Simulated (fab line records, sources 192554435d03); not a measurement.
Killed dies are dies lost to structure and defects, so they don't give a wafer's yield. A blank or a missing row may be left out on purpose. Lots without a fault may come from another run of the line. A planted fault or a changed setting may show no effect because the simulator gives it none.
fab line records | flow n5_finfet
record lots=4 wafers=11 last_day=17
route steps=1938 shown BEOL_M4@1099 BEOL_M5@1112 BEOL_M15@1800 PASSIVATION@1936
lots that met no fault: from a run of the same line without faults
start_h: hours from the record's first day to the start of the lot's first wafer shown | wait_h: hours since the lot's step before | " the same as in the row above | L1.1+2: a row that stands for several wafers | - no value, or no start given | * or withheld: withheld | < > ~ a bound
route shown NAME@n: a module of which the file shows steps, and the number in the route of the first | usual: mean/standard deviation of fault-free wafers | same: alike in all rows | chamber/n: place in a boat | sites: the reading at each site | _std_site: their standard deviation | _edge_site: outer sites' mean less inner sites' | radius_mm: how far each site lies from the wafer's centre | mask NAME#n: copy n | behind: the tool/chamber that last shaped the wafer | hold: why the lot was held/for how many hours/how that ended | device: the transistor (n, p or np) that didn't switch | end of line: the same wafers' tests at the end of the route | a step without rows: its recipe alone | killed: dies lost to structure and defects at the first sort, not the wafer's yield | map: a wafer's dies, x killed, . not, _ none there
set.NAME: the setting as run; set.NAME@STEP: as run at that earlier step | model.NAME: the simulator's own value behind a step, which no gauge read
lots at some steps of the route; a table a step, a row a wafer
services: from which hour (start_h, from the record's first day; less than 0 if before it) a tool's chamber was out of use, for how many hours, and why
## steps
# step N5_BEOL_M4_ANNEAL_95
# recipe temp_c=400 time_s=240 ambient=vacuum
# step N5_BEOL_M4_SPUTTER_96
# recipe material=Cu target_thk_a=45 temp_c=-20 chamber_pressure_pa=0.07 power_w=withheld time_s=8.29
# step N5_BEOL_M4_ECD_50
# recipe material=Cu target_thk_a=3000
# step N5_BEOL_M4_ANNEAL_51
# recipe temp_c=225 time_s=90 ambient=N2
# step N5_BEOL_M4_CMP_52
# recipe stop_on=SiOC t_overpolish_s=6.8 down_force_psi=1 platen_rpm=50 clearing_platen_down_force_psi=1.5 clearing_platen_rpm=50 post_cmp_clean=cu_alkaline target_thk_nm=40 clearing_platen_pad_velocity_m_s=0.99484 pad_velocity_m_s=0.99484
# step N5_BEOL_M4_PRE_CLEAN_60
# recipe gas=NH3/H2 time_s=15 temp_c=* rf_power_w=300
# step N5_BEOL_M4_CO_CAP_55
# recipe material=Co target_thk_a=20 temp_c=200 precursor=CCTBA/H2 pressure_torr=30 time_s=102.1
# step N5_BEOL_M4_PRE_CLEAN_56
# recipe gas=NH3 time_s=15 temp_c=withheld rf_power_w=300
# step N5_BEOL_M4_DEP_57
# recipe material=SiCN target_thk_a=80 temp_c=withheld precursor=3MS/NH3 pressure_torr=3 rf_w=202 time_s=14
# step N5_BEOL_M4_RC_MEAS_101
# usual DIBL_N=36.4/1.4 DIBL_P=36.3/1.8 IOFF_N=0.163/0.024 IOFF_P=0.21/0.034 ION_N=673/11 ION_P=461/7.4 SS_N=71.6/0.52 SS_P=73.3/0.58 VT_N=249.4/2.5 VT_P=-250/3.5
# columns lot.wafer tool chamber start_h wait_h DIBL_N[mV/V] DIBL_P[mV/V] IOFF_N[nA/um] IOFF_P[nA/um] ION_N[uA/um] ION_P[uA/um] SS_N[mV/dec] SS_P[mV/dec] VT_N[mV] VT_P[mV]
L999.4 prober-02 0 171.12 0.5 39.4 40.4 0.228 0.27 679 461 72.8 74.5 245.1 -249
L999.5 " 0 " " 36.9 37.2 0.180 0.23 667 455 71.5 72.9 249.7 -249
L999.6 " 0 " " 35.9 36.5 0.157 0.20 679 468 71.0 72.3 248.3 -250
L105.3 prober-01 0 209.68 0.3 35.8 37.3 0.170 0.23 674 460 71.6 73.3 250.7 -249
L105.4 " 0 " " 34.4 35.1 0.139 0.18 665 459 72.3 72.9 252.4 -252
L105.5 " 0 " " 34.8 35.1 0.148 0.18 653 452 72.1 73.4 255.3 -253
L110.3 prober-01 0 239.90 0.3 38.3 39.3 0.228 0.28 700 470 71.9 74.8 245.2 -246
L110.5 " 0 " " 38.5 39.9 0.225 0.28 694 471 72.7 73.8 243.7 -246
L120.3 prober-02 0 300.44 0.3 36.6 32.3 0.148 0.16 665 447 71.3 72.9 253.0 -256
L120.5 " 0 " " 36.6 33.5 0.160 0.18 679 456 71.4 73.5 248.1 -256
L120.6 " 0 " " 35.2 31.7 0.131 0.16 664 454 71.5 73.3 250.8 -254
# step N5_BEOL_M5_ILD_DEP_00
# recipe material=SiCOH_lowk target_thk_a=1406.4 temp_c=300 precursor=DEMS/porogen pressure_torr=5 rf_w=500 time_s=25.9
# step N5_BEOL_M5_CURE_79
# recipe temp_c=385 time_s=240 ambient=He/Ar material=SiCOH_lowk
# step N5_BEOL_M5_PECVD_70
# recipe material=SiO2 target_thk_a=160 temp_c=400 precursor=TEOS/O2 pressure_torr=5.5 rf_w=450 teos_flow_sccm=53.8 gas=O2 flow_sccm=3000 time_s=18
# step N5_BEOL_M5_HM_DEP_02
# recipe material=TiN target_thk_a=200 temp_c=25 chamber_pressure_pa=0.49996
# step N5_BEOL_M5_COAT_59
# recipe resist=SOC temp_c=250 time_s=60 spin_rpm=1500 resist_thk_nm=60
# step N5_BEOL_M5_COAT_60
# recipe resist=SiARC temp_c=220 time_s=60 spin_rpm=1500 resist_thk_nm=12
# step N5_BEOL_M5_COAT_71
# recipe resist=underlayer temp_c=205 time_s=60 spin_rpm=1500 resist_thk_nm=5
# step N5_BEOL_M5_COAT_05
# recipe resist=CAR-EUV spin_rpm=1500 resist_thk_nm=30
# step N5_BEOL_M5_EBR_07
# recipe solvent=PGMEA ebr_width_mm=1.5
# step N5_BEOL_M5_SOFTBAKE_06
# recipe temp_c=110 time_s=60 resist=CAR-EUV
# step N5_BEOL_M5_EXPOSE_08
# recipe mask_id=M5 na=0.33 source_shape=annular sigma_inner=0.4 sigma_outer=0.8 polarization=unpolarized target_cd_nm=28 dose_mj=35.75
# step N5_BEOL_M5_PEB_09
# recipe peb_temp_c=100 peb_time_s=60 resist=CAR-EUV
# step N5_BEOL_M5_DEVELOP_10
# recipe develop_time_s=30 developer=TMAH resist=CAR-EUV rinse_liquid=surfactant_rinse dry=air_spin dev_temp_c=23
# step N5_BEOL_M5_DESCUM_16
# recipe chemistry=O2 time_s=7 source_power_w=50 bias_power_w=20 pressure_mtorr=20 rf_frequency_hz=2.712e+07 temp_c=40 resist=CAR-EUV o2_flow_sccm=225
# step N5_BEOL_M5_ETCH_72
# recipe chemistry=N2/H2 target=underlayer target_depth_a=65 mask_material=CAR-EUV time_s=5.2 ion_energy_ev=200 pressure_mtorr=30 source_w=840 bias_w=150 n2_flow_sccm=200 h2_flow_sccm=200 ends=cleared
# step N5_BEOL_M5_ETCH_61
# recipe chemistry=CF4 target=SiARC target_depth_a=156 mask_material=CAR-EUV time_s=26 ion_energy_ev=80 pressure_mtorr=40 source_w=545 bias_w=36 Ar_flow_sccm=100 cf4_flow_sccm=100 ends=cleared
# step N5_BEOL_M5_ETCH_62
# recipe chemistry=N2/H2 target=SOC target_depth_a=750 overetch_a=150 mask_material=SiARC temp_c=40 time_s=112.5 ion_energy_ev=200 pressure_mtorr=30 source_w=840 bias_w=150 n2_flow_sccm=200 h2_flow_sccm=200
# step N5_BEOL_M5_STRIP_63
# recipe chemistry=N2/H2 temp_c=40 n2_flow_sccm=200 h2_flow_sccm=200 rf_frequency_hz=6e+07
# step N5_BEOL_M5_STRIP_73
# recipe chemistry=N2/H2 temp_c=40 n2_flow_sccm=200 h2_flow_sccm=200 rf_frequency_hz=6e+07
# step N5_BEOL_M5_STRIP_64
# recipe chemistry=CF4 resist=SiARC power_w=300 bias_power_w=75 pressure_mtorr=50 cf4_flow_sccm=150 rf_frequency_hz=6e+07
# step N5_BEOL_M5_HM_OPEN_17
# recipe chemistry=Cl2/BCl3 target_depth_a=200 overetch_a=60 target=TiN mask_material=SOC ion_energy_ev=150 pressure_mtorr=10 icp_w=1000 bias_w=126 Cl2_flow_sccm=53.25 bcl3_flow_sccm=21.75 Ar_flow_sccm=25
# step N5_BEOL_M5_STRIP_19
# recipe chemistry=O2 power_w=400 temp_c=40 pressure_mtorr=30 rf_frequency_hz=6e+07 bias_power_w=0 overash_fraction=0.2 o2_flow_sccm=225
# step N5_BEOL_M5_COAT_65
# recipe resist=SOC temp_c=250 time_s=60 spin_rpm=1500 resist_thk_nm=60
# step N5_BEOL_M5_COAT_66
# recipe resist=SiARC temp_c=220 time_s=60 spin_rpm=1500 resist_thk_nm=12
# step N5_BEOL_M15_EXPOSE_25
# recipe mask_id=M15 na=0.8 source_shape=annular sigma_inner=0.5 sigma_outer=0.8 polarization=unpolarized target_cd_nm=400 dose_mj=35.5
# columns lot.wafer tool chamber start_h wait_h mask
L999.4+5+6 krf_scanner-02 0 255.20 - M15#0
L105.3+4+5 krf_scanner-02 0 300.33 - M15#0
L110.3+5 krf_scanner-02 0 334.99 - M15#0
L120.3+5+6 krf_scanner-02 0 398.69 - M15#0
# step N5_BEOL_M15_CD_MEAS_28
# recipe target_cd_nm=407.6 landing_energy_ev=500 detector=se_inlens
# usual cd_nm=409.5/1.5
# columns lot.wafer tool chamber start_h wait_h cd_nm
L999.4 cd_sem-01 0 255.35 - 412.8
L999.5 " 0 " " 410.5
L999.6 " 0 " " 409.4
L105.3 cd_sem-03 0 300.50 - 408.9
L105.4 " 0 " " 409.5
L105.5 " 0 " " 544.6
L110.3 cd_sem-03 0 335.15 - 408.9
L110.5 " 0 " " 546.4
L120.3 cd_sem-01 0 398.85 - 406.8
L120.5 " 0 " " 406.5
L120.6 " 0 " " 406.7
# step N5_BEOL_M15_DESCUM_33
# recipe chemistry=O2 time_s=7.9 source_power_w=50 bias_power_w=20 pressure_mtorr=20 rf_frequency_hz=2.712e+07 temp_c=40 o2_flow_sccm=225
# usual drypump_motor_current_A=5.9/0.32 oes_product_au=0.81/0.088 rf_vpp_V=243.3/1.1 showerhead_plenum_p_Torr=2.10/0.043 throttle_valve_pct=20.40/0.26
# columns lot.wafer tool chamber start_h wait_h drypump_motor_current_A oes_product_au rf_hours_counter_h rf_vpp_V showerhead_plenum_p_Torr throttle_valve_pct model.BEOL_M15.cd_nm
L999.4 rie_diel-05 2 255.44 0.0 5.5 0.79 84 243.3 2.12 20.40 412.8
L999.5 " 1 " " 5.8 0.85 - 244.7 2.12 20.06 410.6
L999.6 " 2 " " 5.5 0.80 - 244.0 2.12 20.39 409.6
L105.3 rie_diel-01 0 300.58 0.0 6.3 0.91 28 245.2 2.14 20.04 409
L105.4 " 0 " " 6.3 0.91 - 243.2 2.14 20.02 410
L105.5 " 3 " " 5.8 0.76 - 240.7 2.00 20.71 544.2
L110.3 rie_diel-02 0 335.31 0.1 5.4 0.76 127 243.4 2.09 20.39 408.4
L110.5 " 1 " " 6.4 0.70 - 241.9 2.06 20.72 546.4
L120.3 rie_diel-02 1 399.23 0.3 6.4 0.70 244 243.0 2.05 20.74 406.8
L120.5 " 1 " " 6.4 0.70 - 242.4 2.05 20.75 406.2
L120.6 " 2 " " 6.3 0.86 - 243.2 2.11 20.53 407
# step N5_BEOL_M15_ETCH_38
# recipe chemistry=CF4/N2 target=SiCN target_depth_a=1064 taper_deg=2 time_s=120.5 ion_energy_ev=150 mask_material=SiO2 pressure_mtorr=40 source_w=430 bias_w=70 Ar_flow_sccm=100 cf4_flow_sccm=60 n2_flow_sccm=60
# usual drypump_motor_current_A=5.9/0.32 oes_product_au=0.81/0.086 rf_vpp_V=382.4/1.5 showerhead_plenum_p_Torr=2.21/0.041 throttle_valve_pct=15.41/0.27
# columns lot.wafer tool chamber start_h wait_h drypump_motor_current_A oes_product_au rf_hours_counter_h rf_vpp_V showerhead_plenum_p_Torr throttle_valve_pct model.BEOL_M15.cd_nm
L999.4 rie_diel-02 2 - - 6.3 0.92 31 383.0 2.25 15.45 405
L999.5 " 0 " " 5.4 0.78 - 382.3 2.23 15.41 403.2
L999.6 " 1 " " 6.4 0.72 - 382.5 2.19 15.74 401.8
L105.3 rie_diel-01 1 - - 5.9 0.92 16 380.5 2.17 15.15 402
L105.4 " 1 " " 5.9 0.92 - 380.6 2.17 15.14 402.6
L105.5 " 3 " " 5.8 0.75 - 380.0 2.12 15.74 536.2
L110.3 rie_diel-02 0 - - 5.5 0.76 128 383.6 2.22 15.48 399.8
L110.5 " 3 " " 5.7 0.71 - 383.0 2.20 15.34 538.4
L120.3 rie_diel-02 1 - - 6.3 0.69 245 381.2 2.17 15.82 399.2
L120.5 " 2 " " 6.3 0.85 - 382.2 2.23 15.52 398.8
L120.6 " 1 " " 6.3 0.69 - 381.5 2.17 15.84 400
# step N5_PASSIVATION_PROBE_49
# usual defect_limited_yield=91.4/1.6 killed_at_M0_to_M3=34/12 killed_at_M4_up=13/5.2 killed_at_contacts=11/5.5 killed_at_front_end=40/13 killed_at_other=3.4/2.7 killed_dies=102/19 killed_on_rim=13/4.3 killed_open=66/15 killed_short=33/7.9 sort_bin_5_function=5.1/1.1 sort_bin_6_memory=3.2/0.7 sort_n_pass=1078/19 sort_yield_pct=91.4/1.6
# same gross_dies=1180 killed_at_back_side=0 sort_bin_4_leakage[%]=0 sort_bin_8_speed[%]=0
# columns lot.wafer tool chamber start_h wait_h defect_limited_yield[%] killed_at_M0_to_M3 killed_at_M4_up killed_at_contacts killed_at_front_end killed_at_other killed_dies killed_on_rim killed_open killed_short sort_bin_5_function[%] sort_bin_6_memory[%] sort_n_pass sort_yield_pct[%]
L105.5 prober-01 - 320.14 0.2 0 29 1101 1 47 2 1180 152 58 30 5.2 2.2 0 0
L110.5 prober-01 - 357.27 0.2 0 35 1070 10 57 8 1180 152 78 36 5.3 4.3 0 0
# killed by level:class
L105.5 BEOL_M15:area_expose=1088 BEOL_M1:geometric_particle:open=11 DUMMY_GATE:geometric_particle:open=9 STARTING-WAFER:geometric_particle:open=7 FIN_SAQP:geometric_particle:short=6 BEOL_M0_SAQP:geometric_particle:open=6 STI_FIN_REVEAL:geometric_particle:open=5 BEOL_M0_SAQP:geometric_particle:short=5
L110.5 BEOL_M15:area_expose=1062 STI_FIN_REVEAL:geometric_particle:open=22 BEOL_M2:geometric_particle:open=11 DUMMY_GATE:geometric_particle:open=10 MOL_CONTACT_COAG:geometric_particle:open=7 BEOL_M3:geometric_particle:open=7 FIN_SAQP:geometric_particle:open=5 FIN_SAQP:geometric_particle:short=4
# map L105.5 (x killed, . not)
_________________xxxxxxxxxxxx________________
______________xxxxxxxxxxxxxxxxxx_____________
___________xxxxxxxxxxxxxxxxxxxxxxxx__________
__________xxxxxxxxxxxxxxxxxxxxxxxxxx_________
________xxxxxxxxxxxxxxxxxxxxxxxxxxxxxx_______
_______xxxxxxxxxxxxxxxxxxxxxxxxxxxxxxxx______
______xxxxxxxxxxxxxxxxxxxxxxxxxxxxxxxxxx_____
_____xxxxxxxxxxxxxxxxxxxxxxxxxxxxxxxxxxxx____
____xxxxxxxxxxxxxxxxxxxxxxxxxxxxxxxxxxxxxx___
___xxxxxxxxxxxxxxxxxxxxxxxxxxxxxxxxxxxxxxxx__
___xxxxxxxxxxxxxxxxxxxxxxxxxxxxxxxxxxxxxxxx__
__xxxxxxxxxxxxxxxxxxxxxxxxxxxxxxxxxxxxxxxxxx_
__xxxxxxxxxxxxxxxxxxxxxxxxxxxxxxxxxxxxxxxxxx_
_xxxxxxxxxxxxxxxxxxxxxxxxxxxxxxxxxxxxxxxxxxxx
_xxxxxxxxxxxxxxxxxxxxxxxxxxxxxxxxxxxxxxxxxxxx
_xxxxxxxxxxxxxxxxxxxxxxxxxxxxxxxxxxxxxxxxxxxx
_xxxxxxxxxxxxxxxxxxxxxxxxxxxxxxxxxxxxxxxxxxxx
_xxxxxxxxxxxxxxxxxxxxxxxxxxxxxxxxxxxxxxxxxxxx
_xxxxxxxxxxxxxxxxxxxxxxxxxxxxxxxxxxxxxxxxxxxx
_xxxxxxxxxxxxxxxxxxxxxxxxxxxxxxxxxxxxxxxxxxxx
_xxxxxxxxxxxxxxxxxxxxxxxxxxxxxxxxxxxxxxxxxxxx
__xxxxxxxxxxxxxxxxxxxxxxxxxxxxxxxxxxxxxxxxxx_
__xxxxxxxxxxxxxxxxxxxxxxxxxxxxxxxxxxxxxxxxxx_
___xxxxxxxxxxxxxxxxxxxxxxxxxxxxxxxxxxxxxxxx__
___xxxxxxxxxxxxxxxxxxxxxxxxxxxxxxxxxxxxxxxx__
____xxxxxxxxxxxxxxxxxxxxxxxxxxxxxxxxxxxxxx___
_____xxxxxxxxxxxxxxxxxxxxxxxxxxxxxxxxxxxx____
______xxxxxxxxxxxxxxxxxxxxxxxxxxxxxxxxxx_____
_______xxxxxxxxxxxxxxxxxxxxxxxxxxxxxxxx______
________xxxxxxxxxxxxxxxxxxxxxxxxxxxxxx_______
__________xxxxxxxxxxxxxxxxxxxxxxxxxx_________
___________xxxxxxxxxxxxxxxxxxxxxxxx__________
______________xxxxxxxxxxxxxxxxxx_____________
_________________xxxxxxxxxxxx________________
# map L110.5 (x killed, . not)
_________________xxxxxxxxxxxx________________
______________xxxxxxxxxxxxxxxxxx_____________
___________xxxxxxxxxxxxxxxxxxxxxxxx__________
__________xxxxxxxxxxxxxxxxxxxxxxxxxx_________
________xxxxxxxxxxxxxxxxxxxxxxxxxxxxxx_______
_______xxxxxxxxxxxxxxxxxxxxxxxxxxxxxxxx______
______xxxxxxxxxxxxxxxxxxxxxxxxxxxxxxxxxx_____
_____xxxxxxxxxxxxxxxxxxxxxxxxxxxxxxxxxxxx____
____xxxxxxxxxxxxxxxxxxxxxxxxxxxxxxxxxxxxxx___
___xxxxxxxxxxxxxxxxxxxxxxxxxxxxxxxxxxxxxxxx__
___xxxxxxxxxxxxxxxxxxxxxxxxxxxxxxxxxxxxxxxx__
__xxxxxxxxxxxxxxxxxxxxxxxxxxxxxxxxxxxxxxxxxx_
__xxxxxxxxxxxxxxxxxxxxxxxxxxxxxxxxxxxxxxxxxx_
_xxxxxxxxxxxxxxxxxxxxxxxxxxxxxxxxxxxxxxxxxxxx
_xxxxxxxxxxxxxxxxxxxxxxxxxxxxxxxxxxxxxxxxxxxx
_xxxxxxxxxxxxxxxxxxxxxxxxxxxxxxxxxxxxxxxxxxxx
_xxxxxxxxxxxxxxxxxxxxxxxxxxxxxxxxxxxxxxxxxxxx
_xxxxxxxxxxxxxxxxxxxxxxxxxxxxxxxxxxxxxxxxxxxx
_xxxxxxxxxxxxxxxxxxxxxxxxxxxxxxxxxxxxxxxxxxxx
_xxxxxxxxxxxxxxxxxxxxxxxxxxxxxxxxxxxxxxxxxxxx
_xxxxxxxxxxxxxxxxxxxxxxxxxxxxxxxxxxxxxxxxxxxx
__xxxxxxxxxxxxxxxxxxxxxxxxxxxxxxxxxxxxxxxxxx_
__xxxxxxxxxxxxxxxxxxxxxxxxxxxxxxxxxxxxxxxxxx_
___xxxxxxxxxxxxxxxxxxxxxxxxxxxxxxxxxxxxxxxx__
___xxxxxxxxxxxxxxxxxxxxxxxxxxxxxxxxxxxxxxxx__
____xxxxxxxxxxxxxxxxxxxxxxxxxxxxxxxxxxxxxx___
_____xxxxxxxxxxxxxxxxxxxxxxxxxxxxxxxxxxxx____
______xxxxxxxxxxxxxxxxxxxxxxxxxxxxxxxxxx_____
_______xxxxxxxxxxxxxxxxxxxxxxxxxxxxxxxx______
________xxxxxxxxxxxxxxxxxxxxxxxxxxxxxx_______
__________xxxxxxxxxxxxxxxxxxxxxxxxxx_________
___________xxxxxxxxxxxxxxxxxxxxxxxx__________
______________xxxxxxxxxxxxxxxxxx_____________
_________________xxxxxxxxxxxx________________
## services
# columns tool chamber start_h hours kind
rie_diel-01 1 233.89 - clean
rie_diel-01 1 233.89 - consumable_replace:focus_ring
rie_diel-01 1 233.89 18.3 scheduled_down
rie_diel-01 1 233.89 18.3 vent_cycle
krf_scanner-02 - 273.65 1.0 pm
rie_diel-02 - 275.29 0.6 repair
rie_diel-01 2 290.98 - clean
rie_diel-01 2 290.98 - consumable_replace:focus_ring
rie_diel-02 - 303.01 0.5 repair
krf_scanner-02 - 304.87 2.9 repair
krf_scanner-02 - 308.92 1.3 pm
rie_diel-01 0 311.36 5.4 repair
krf_scanner-02 - 332.42 0.4 repair
rie_diel-01 - 338.55 0.3 repair
rie_diel-02 2 361.69 4.1 repair
krf_scanner-02 - 374.04 3.6 pm
rie_diel-05 - 374.94 0.4 repair
rie_diel-02 3 376.49 1.6 repair
rie_diel-01 1 377.45 5.0 repair
krf_scanner-02 0 380.24 - calibration
rie_diel-01 3 382.03 6.1 repair
rie_diel-05 - 385.19 14.6 pm
rie_diel-02 3 395.22 12.3 repair
rie_diel-01 2 400.15 2.8 repair
## key
first_sign step=N5_BEOL_M15_CD_MEAS_28 reading=cd_nm direction=up sigmas=90 usual=409.5 struck=545.5
effect step=N5_PASSIVATION_PROBE_49 reading=killed_at_M4_up direction=up sigmas=99+ usual=13 struck=1086
model_effect step=N5_BEOL_M15_DESCUM_33 value=BEOL_M15.cd_nm without=408.7 struck=545.3
model_effect step=N5_BEOL_M15_ETCH_38 value=BEOL_M15.cd_nm without=400.7 struck=537.3
more_kills_born_at N5_BEOL_M15_EXPOSE_25@krf_scanner-02=2150
met_at N5_BEOL_M15_EXPOSE_25
struck_wafers L105.5,L110.5
later_rows_left_out L105.5,L110.5
onset_between 255.20 300.33
fault kind=process_parameter_drift tool=krf_scanner-02 chamber=- onset_h=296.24 steps=N5_BEOL_M15_EXPOSE_25 channel=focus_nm offset=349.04 shape=step end_h=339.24 scope=struck_wafers_only
# later_rows_left_out: the simulator's readings of these wafers behind a module that went badly wrong aren't trusted and aren't shown, but for the sort
